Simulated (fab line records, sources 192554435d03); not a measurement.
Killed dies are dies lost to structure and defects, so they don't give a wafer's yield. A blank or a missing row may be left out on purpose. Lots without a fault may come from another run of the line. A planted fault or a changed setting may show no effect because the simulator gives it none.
Which tool did it? | flow n5_finfet | 12 lots, 33 wafers sampled, at 3 steps of a route of 1938

WHAT THE GAUGES READ, wafer by wafer
N5_MIM_BOT_LITHO_CD_MEAS_08: target cd 3000 nm.
lot  | measured     | on        | cd_nm (nm)
L856 | day 13 05:54 | cd_sem-02 | 3002.0 3001.9 3001.3
L858 | day 13 07:20 | cd_sem-03 | 2997.4 2996.6 2995.5
L860 | day 13 16:34 | cd_sem-02 | 2999.4 2998.0 2997.1
L862 | day 14 07:58 | cd_sem-02 | 3002.2 2999.8 3000.0
L863 | day 14 15:36 | cd_sem-03 | 3000.3 3001.2 3001.4
L865 | day 15 02:26 | cd_sem-01 | 2998.9 3001.0 2998.2
L871 | day 15 21:41 | cd_sem-03 | 3001.2 3001.1 3002.7
L873 | day 16 09:10 | cd_sem-03 | 3000.8 3000.5 3001.7
L872 | day 16 15:07 | cd_sem-03 | 2997.0 2997.9
L875 | day 16 16:28 | cd_sem-01 | 3001.0 2997.6
L879 | day 17 23:44 | cd_sem-02 | 2999.6 2999.8 2999.1
L878 | day 18 04:26 | cd_sem-01 | 3001.3 2999.3

WHICH TOOL RAN EACH LOT (tool, then ch and the chambers of the sampled wafers, then the start)
lot  | N5_BEOL_M5_SPUTTER_88        | N5_PASSIVATION_PECVD_00
L856 | pvd_sputter-03, day 9 10:16  | pecvd-04 ch 0,2, day 13 00:33
L858 | pvd_sputter-02, day 9 13:59  | pecvd-03 ch 0,1, day 13 03:53
L860 | pvd_sputter-01, day 10 01:23 | pecvd-02 ch 0,1, day 13 14:06
L862 | pvd_sputter-02, day 10 02:27 | pecvd-02 ch 0,1,2, day 14 03:31
L863 | pvd_sputter-03, day 10 11:46 | pecvd-04 ch 0,1,2, day 14 10:19
L865 | pvd_sputter-03, day 11 01:32 | pecvd-02 ch 0,1,2, day 14 22:34
L871 | pvd_sputter-01, day 12 08:52 | pecvd-02 ch 0,1,2, day 15 15:19
L873 | pvd_sputter-02, day 12 17:02 | pecvd-04 ch 0,1,2, day 16 05:49
L872 | pvd_sputter-02, day 12 23:16 | pecvd-02 ch 1,2, day 16 10:20
L875 | pvd_sputter-02, day 13 05:15 | pecvd-02 ch 0,2, day 16 12:54
L879 | pvd_sputter-01, day 14 17:55 | pecvd-04 ch 0,2, day 17 20:26
L878 | pvd_sputter-02, day 14 19:31 | pecvd-02 ch 0,1, day 18 01:31
- N5_BEOL_M5_SPUTTER_88: material Cu, target thk 15 nm, time 27.62 s.
- N5_PASSIVATION_PECVD_00: deposits SiO2 from SiH4/N2O, target thk 200 nm, time 11.2 s.

WHAT THE TOOLS THEMSELVES READ (means of the sampled wafers that have a number; where no wafer has one, the mark that the record gives instead)
N5_BEOL_M5_SPUTTER_88.
lot  | tool           | throttle_valve_pct (%)
L856 | pvd_sputter-03 | 31.5
L858 | pvd_sputter-02 | 30.9
L860 | pvd_sputter-01 | 29.9
L862 | pvd_sputter-02 | 31.2
L863 | pvd_sputter-03 | 31.0
L865 | pvd_sputter-03 | 31.2
L871 | pvd_sputter-01 | 29.8
L873 | pvd_sputter-02 | 30.4
L872 | pvd_sputter-02 | 31.0
L875 | pvd_sputter-02 | 31.1
L879 | pvd_sputter-01 | 29.8
L878 | pvd_sputter-02 | 30.1

N5_PASSIVATION_PECVD_00.
lot  | tool     | heater_power_w (W) | showerhead_plenum_p_Torr (Torr) | throttle_valve_pct (%)
L856 | pecvd-04 | 724                | 8.18                            | 51.0
L858 | pecvd-03 | 660                | 8.30                            | 52.5
L860 | pecvd-02 | 610                | 8.15                            | 51.9
L862 | pecvd-02 | 577                | 8.18                            | 50.1
L863 | pecvd-04 | 636                | 8.24                            | 50.2
L865 | pecvd-02 | 559                | 8.16                            | 50.3
L871 | pecvd-02 | 624                | 8.19                            | 50.2
L873 | pecvd-04 | 696                | 8.24                            | 50.4
L872 | pecvd-02 | 618                | 8.19                            | 49.8
L875 | pecvd-02 | 607                | 8.12                            | 48.8
L879 | pecvd-04 | 721                | 8.19                            | 51.1
L878 | pecvd-02 | 544                | 8.20                            | 52.4

THE ANSWER, worked out from the rows above alone
Rule: what is usual is taken from the lots themselves. Put in order of their means at a reading, lots are off if they are a third of the lots or fewer, leave a main group of 4 or more, and stand apart from it by a gap of 3 or more times the standard deviation of the main group's means; of several such gaps the widest counts. A main group whose means are all the same, to the digits that the tables above print for the reading, isn't used. A lot without any number at a reading at which 4 lots or more have one is off too. The other lots that the step has rows for count as sound. The gauges are gone through in route order, then the tools' own readings, and for those a lot's mean is taken as printed above. The first step at which some lot is off is used, and at that step the reading that is off furthest; a lot without a number counts as furthest.
No lot is off at any reading shown: from this, nothing can be told.

WHAT THE SIMULATOR HAD PUT IN
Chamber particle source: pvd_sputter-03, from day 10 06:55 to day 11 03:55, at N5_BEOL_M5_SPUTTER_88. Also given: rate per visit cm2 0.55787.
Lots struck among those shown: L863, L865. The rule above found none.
